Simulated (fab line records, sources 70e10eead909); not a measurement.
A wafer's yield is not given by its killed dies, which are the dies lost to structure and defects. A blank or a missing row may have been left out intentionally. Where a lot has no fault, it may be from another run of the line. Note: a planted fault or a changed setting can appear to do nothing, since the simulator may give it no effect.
Chamber matching | flow nand harc | NHARC_A_CONTACT_STRIP_56 on wet bench-03 has 8 sister chambers
The step strips in post etch residue remover, time 600 s. 16 wafers are shown with their chamber, then 8 later ones without.

WAFERS PAIRED WITH THEIR CHAMBERS
wafer  | chamber | bath heat duty pct (%)
L658.1 | 1       | 11.7
L658.5 | 0       | 13.7
L658.6 | 2       | 14.8
L661.1 | 4       | 16.6
L661.5 | 0       | 13.6
L661.6 | 3       | 12.8
L664.2 | 6       | 12.4
L664.5 | 7       | 12.7
L664.6 | 3       | 11.5
L665.1 | 2       | 14.6
L665.5 | 5       | 13.5
L665.6 | 4       | 14.2
L677.1 | 4       | 14.9
L677.2 | 5       | 15.4
L677.4 | 3       | 12.6
L679.1 | 7       | 12.7

SIGNATURES (means of the wafers above)
reading            | chamber 0 | chamber 1 | chamber 2 | chamber 3 | chamber 4 | chamber 5 | chamber 6 | chamber 7 | scatter within a chamber
bath heat duty pct | 13.650    | 11.700    | 14.700    | 12.300    | 15.233    | 14.450    | 12.400    | 12.700    | 0.856
Rule: for a wafer and a chamber, the distance is found by dividing, reading by reading, the gap between the wafer's reading and the chamber's mean by the reading's scatter, squaring, summing and taking the root. If the next closest chamber is less than 2 further off than the closest, the wafer can't be placed; otherwise it belongs to the closest. The scatter: take each reading less its chamber's mean, square it, sum over the shown wafers, divide by the number of wafers less the number of chambers, and take the root.

WAFERS MISSING THEIR CHAMBER
wafer  | bath heat duty pct (%)
L679.5 | 12.3
L679.6 | 12.6
L676.1 | 12.3
L676.5 | 13.8
L676.6 | 14.2
L680.3 | 11.6
L680.4 | 15.7
L680.6 | 14.5

EACH ONE'S CHAMBER
wafer  | from the rows above                              | in truth
L679.5 | can't be placed: 3 or 6 or 7 or 1 or 0           | 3
L679.6 | can't be placed: 7 or 6 or 3 or 1 or 0           | 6
L676.1 | can't be placed: 3 or 6 or 7 or 1 or 0           | 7
L676.5 | can't be placed: 0 or 5 or 2 or 7 or 6 or 4 or 3 | 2
L676.6 | can't be placed: 5 or 2 or 0 or 4 or 7 or 6 or 3 | 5
L680.3 | can't be placed: 1 or 3 or 6 or 7                | 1
L680.4 | can't be placed: 4 or 2 or 5 or 0                | 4
L680.6 | can't be placed: 5 or 2 or 4 or 0                | 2
0 of 8 placed correctly. These rows do not allow placing 8 (true chamber among the candidates in 8). Placed wrongly: 0.
